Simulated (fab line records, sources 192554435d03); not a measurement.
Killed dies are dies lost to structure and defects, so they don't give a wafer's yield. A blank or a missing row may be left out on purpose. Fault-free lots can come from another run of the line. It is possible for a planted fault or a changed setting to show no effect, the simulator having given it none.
fab line records ; flow n5Finfet
record: lots: 7; wafers: 39
route steps=1938 shown WELL_APT@33 DUMMY_GATE@243 SD_EPI_P@321 HKMG_FIN@406 MOL_CONTACT_COAG@616 BEOL_M4@1111
startH: the number of hours between the record's first day and the start of the first shown wafer of the lot ; waitH: hours elapsed since this lot's preceding step ; " same as the row above ; L1.1+2: several wafers, shown together as one row ; - value missing, or start not given ; * or withheld: withheld ; < > ~ a bound
route shown NAME@n: a module of which the file shows steps, and the number in the route of the first ; usual: the fault-free wafers' mean and standard deviation ; same: alike in all rows ; chamber/n: place in a boat ; sites: per-site readings ; _std_site: standard deviation across them ; _edge_site: outer sites' mean less inner sites' ; radiusMm: for every site, how far away it sits from the centre of the wafer ; mask NAME#n: copy n ; behind: the last tool/chamber to shape the wafer ; hold: the reason the lot was held/the length of the hold in hours/how it ended ; device: which transistor (n, p or np) failed to switch ; end of line: tests run on the same wafers once the route is complete ; a step without rows: its recipe alone ; killed: the dies lost at the first sort to structure and to defects; this is not the yield of the wafer ; map: per-die view of a wafer (x killed, . not killed, _ where there is no die)
set.NAME: the setting that was run; set.NAME@STEP: the one run at that earlier step ; model.NAME: the simulator's own value behind a step, which no gauge read
lots where settings were altered on purpose, with a table for each step and a row for each wafer
== steps ==
step: N5_WELL_APT_IMPLANT_15
recipe: species: As; energyKev: 25; doseCm2: 1.5e+13; tiltDeg: 0; rotationDeg: 0
step: N5_DUMMY_GATE_ETCH_31
recipe: chemistry: C4F6/O2; target: SiO2; maskMaterial: SOC; targetDepthA: 825; timeS: 27.5; ionEnergyEv: 250; pressureMtorr: 30; sourceW: 345; biasW: 185; Ar_flow_sccm: 300; C4F6_flow_sccm: 10; O2_flow_sccm: 10
step: N5_DUMMY_GATE_ETCH_44
recipe: chemistry: HBr/O2; overEtchFrac: 0.7; targetDepthA: 1275; stopOn: SiO2; ionEnergyEv: 60; biasW: 20; target: poly-Si; maskMaterial: SiO2; pressureMtorr: 20; icpW: 400; HBr_flow_sccm: 120; O2_flow_sccm: 10
step: N5_DUMMY_GATE_ETCH_42
recipe: chemistry: CHF3/O2; target: SiO2; targetDepthA: 35; timeS: 31; ionEnergyEv: 30; biasW: 12; pressureMtorr: 30; sourceW: 600; Ar_flow_sccm: 200; CHF3_flow_sccm: 50; O2_flow_sccm: 5
step: N5_SD_EPI_P_EPI_21
recipe: material: SiGe:B; dopant: B; tempC: 550; pressureTorr: 20; ambient: H2; timeS: 355
step: N5_HKMG_FIN_ETCH_58
recipe: chemistry: N2/H2; target: SOC; targetDepthA: 2158; ionEnergyEv: 50; biasW: 13; timeS: 741; pressureMtorr: 30; sourceW: 875; n2FlowSccm: 200; h2FlowSccm: 200
step: N5_HKMG_FIN_ALD_36
recipe: material: TiN; targetThkA: 10; tempC: 400; aldPrecursorFamily: TiCl4; aldCoReactant: NH3; pulseTimeS: 1; purgeTimeS: 3; coReactantPurgeTimeS: 2; coReactantPulseTimeS: 2; aldCycles: 47; pressureTorr: 3
step: N5_HKMG_FIN_ALD_91
step: N5_MOL_CONTACT_COAG_ETCH_124
recipe: chemistry: CH3F/O2; target: SiNx; targetDepthA: 65; maskMaterial: SOC; stopOn: SiOC; overEtchFrac: 0.3; ionEnergyEv: 120; pressureMtorr: 30; sourceW: 395; biasW: 73; Ar_flow_sccm: 150; CH3F_flow_sccm: 30; O2_flow_sccm: 20; ends: endPoint
step: N5_BEOL_M4_RC_MEAS_101
usual: IOFF_N_LONG: 5.62e-05/2.4e-06; RS_SD_P: 65.8/0.98; VT_N_LONG: 274.1/1.9
lot.wafer;tool;chamber;startH;waitH;set.energyKev@WELL_APT_IMPLANT_15;set.targetDepthA@DUMMY_GATE_ETCH_31;set.targetDepthA@DUMMY_GATE_ETCH_44;set.biasW@DUMMY_GATE_ETCH_42;set.tempC@SD_EPI_P_EPI_21;set.targetDepthA@HKMG_FIN_ETCH_58;set.tempC@HKMG_FIN_ALD_36;set.tempC@HKMG_FIN_ALD_91;set.sourceW@MOL_CONTACT_COAG_ETCH_124;IOFF_N_LONG[nA/um];RS_SD_P[ohm/sq];VT_N_LONG[mV]
L077.1;prober-02;0;193.10;0.0;25;825;1275;12;550;2000;387.7;400;331.4;5.67e-05;67.5;273.4
L077.2;prober-02;0;193.10;0.0;22.31;825;1275;12;550;2158;387.7;412.5;331.4;4.93e-05;66.7;277.6
L077.3;prober-02;0;193.10;0.0;22.31;751.8;1275;12;547.3;2000;400;412.5;331.4;4.92e-05;70.1;277.8
L077.4;prober-02;0;193.10;0.0;25;751.8;1232;12;550;2158;400;400;395;5.68e-05;66.7;274.6
L077.5;prober-02;0;193.10;0.0;22.31;825;1232;12;547.3;2158;400;412.5;395;4.98e-05;72.0;278.2
L077.6;prober-02;0;193.10;0.0;25;751.8;1232;12;547.3;2000;387.7;400;395;5.61e-05;71.3;273.3
L079.1;prober-02;0;201.08;0.0;25;825;1275;13.3;550;2158;384.4;400;373.6;5.71e-05;64.7;273.5
L079.2;prober-02;0;201.08;0.0;25;894.5;1275;13.3;550;2062;400;400;373.6;5.74e-05;64.0;274.1
L079.3;prober-02;0;201.08;0.0;23.59;825;1275;12;550;2062;400;393;373.6;6.33e-05;64.6;269.3
L079.4;prober-02;0;201.08;0.0;23.59;894.5;1194;12;550;2158;400;400;395;5.74e-05;65.1;277.3
L079.5;prober-02;0;201.08;0.0;23.59;894.5;1194;13.3;550;2158;384.4;393;395;6.25e-05;65.3;273.9
L079.6;prober-02;0;201.08;0.0;25;825;1194;12;550;2062;384.4;393;395;6.24e-05;64.7;270.3
L081.1;prober-01;0;233.01;0.0;23.29;825;1275;12;551.7;2158;400;395.9;395;5.51e-05;62.6;275.6
L081.2;prober-01;0;233.01;0.0;25;825;1275;12;550;1903;400;400;395;5.24e-05;66.2;278.5
L081.3;prober-01;0;233.01;0.0;23.29;750.2;1275;10.81;551.7;1903;400;400;395;5.23e-05;63.3;277.1
L081.4;prober-01;0;233.01;0.0;23.29;750.2;1275;12;550;1903;400;395.9;395;5.43e-05;64.4;276.0
L081.5;prober-01;0;233.01;0.0;25;825;1275;10.81;551.7;2158;400;395.9;395;5.51e-05;62.5;276.2
L081.6;prober-01;0;233.01;0.0;25;750.2;1275;10.81;550;2158;400;400;395;5.21e-05;66.1;277.0
L085.1;prober-01;0;254.70;0.0;25;825;1275;9.727;550;2158;385.6;400;395;5.67e-05;65.5;275.6
L085.2;prober-01;0;254.70;0.0;25;825;1275;9.727;546.5;2158;400;400;395;5.64e-05;70.9;272.5
L085.3;prober-01;0;254.70;0.0;25;825;1275;12;546.5;2158;385.6;400;395;5.75e-05;72.0;272.4
L085.4;prober-01;0;254.70;0.0;28.1;825;1275;12;550;2158;400;400;395;5.78e-05;64.9;274.1
L085.5;prober-01;0;254.70;0.0;28.1;825;1275;9.727;550;2158;385.6;400;395;5.71e-05;65.8;274.5
L085.6;prober-01;0;254.70;0.0;28.1;825;1275;12;546.5;2158;400;400;395;5.62e-05;71.8;274.2
L083.1;prober-01;0;300.00;0.0;25;825;1275;12;550;2158;400;400;395;5.92e-05;67.3;271.4
L083.3;prober-01;0;300.00;0.0;25;825;1275;12;550;2158;400;400;395;5.84e-05;67.4;273.2
L083.5;prober-01;0;300.00;0.0;25;825;1275;12;550;2158;400;400;395;5.87e-05;67.0;276.4
L090.1;prober-01;0;317.01;0.0;25;825;1159;11.17;550;2158;400;400;328.4;5.57e-05;67.7;276.6
L090.2;prober-01;0;317.01;0.0;25;776.4;1275;12;550;2158;384.8;405.2;395;5.36e-05;66.4;273.4
L090.3;prober-01;0;317.01;0.0;25;776.4;1159;12;552;2262;384.8;405.2;395;5.28e-05;63.5;276.8
L090.4;prober-01;0;317.01;0.0;25;825;1159;12;552;2158;400;400;395;5.66e-05;64.0;273.6
L090.5;prober-01;0;317.01;0.0;25;825;1275;11.17;552;2262;400;405.2;328.4;5.34e-05;63.9;275.0
L090.6;prober-01;0;317.01;0.0;25;776.4;1275;11.17;550;2262;384.8;400;328.4;5.57e-05;66.0;271.7
L093.1;prober-01;0;329.98;0.0;25;825;1123;11.12;550;2158;414;413.5;395;4.99e-05;66.0;278.5
L093.2;prober-01;0;329.98;0.0;28.94;825;1123;12;550;2158;414;400;459.5;5.68e-05;65.7;271.6
L093.3;prober-01;0;329.98;0.0;28.94;825;1275;12;550;2158;400;413.5;395;4.97e-05;65.3;278.8
L093.4;prober-01;0;329.98;0.0;25;825;1275;11.12;550;2158;400;413.5;459.5;4.91e-05;65.2;278.1
L093.5;prober-01;0;329.98;0.0;25;825;1275;12;550;2158;414;400;459.5;5.65e-05;65.9;273.3
L093.6;prober-01;0;329.98;0.0;28.94;825;1123;11.12;550;2158;400;400;395;5.62e-05;66.0;273.3
== key ==
split: step: N5_WELL_APT_IMPLANT_15; setting: energyKev; statedAs: 25
response none clear
split: step: N5_DUMMY_GATE_ETCH_31; setting: targetDepthA; statedAs: 825
response none clear
split: step: N5_DUMMY_GATE_ETCH_44; setting: targetDepthA; statedAs: 1275
response none clear
split: step: N5_DUMMY_GATE_ETCH_42; setting: biasW; statedAs: 12
response none clear
split: step: N5_SD_EPI_P_EPI_21; setting: tempC; statedAs: 550
response: step: N5_BEOL_M4_RC_MEAS_101; reading: RS_SD_P; slope: -9.46; per: 1%; togetherWith: all; explained: 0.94
split: step: N5_HKMG_FIN_ETCH_58; setting: targetDepthA; statedAs: 2158
response none clear
split: step: N5_HKMG_FIN_ALD_36; setting: tempC; statedAs: 400
response none clear
split: step: N5_HKMG_FIN_ALD_91; setting: tempC; statedAs: 400
response: step: N5_BEOL_M4_RC_MEAS_101; reading: IOFF_N_LONG; slope: -2.27e-06; per: 1%; togetherWith: all; explained: 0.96
response: step: N5_BEOL_M4_RC_MEAS_101; reading: VT_N_LONG; slope: +1.69; per: 1%; togetherWith: all; explained: 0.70
split: step: N5_MOL_CONTACT_COAG_ETCH_124; setting: sourceW; statedAs: 395
response none clear
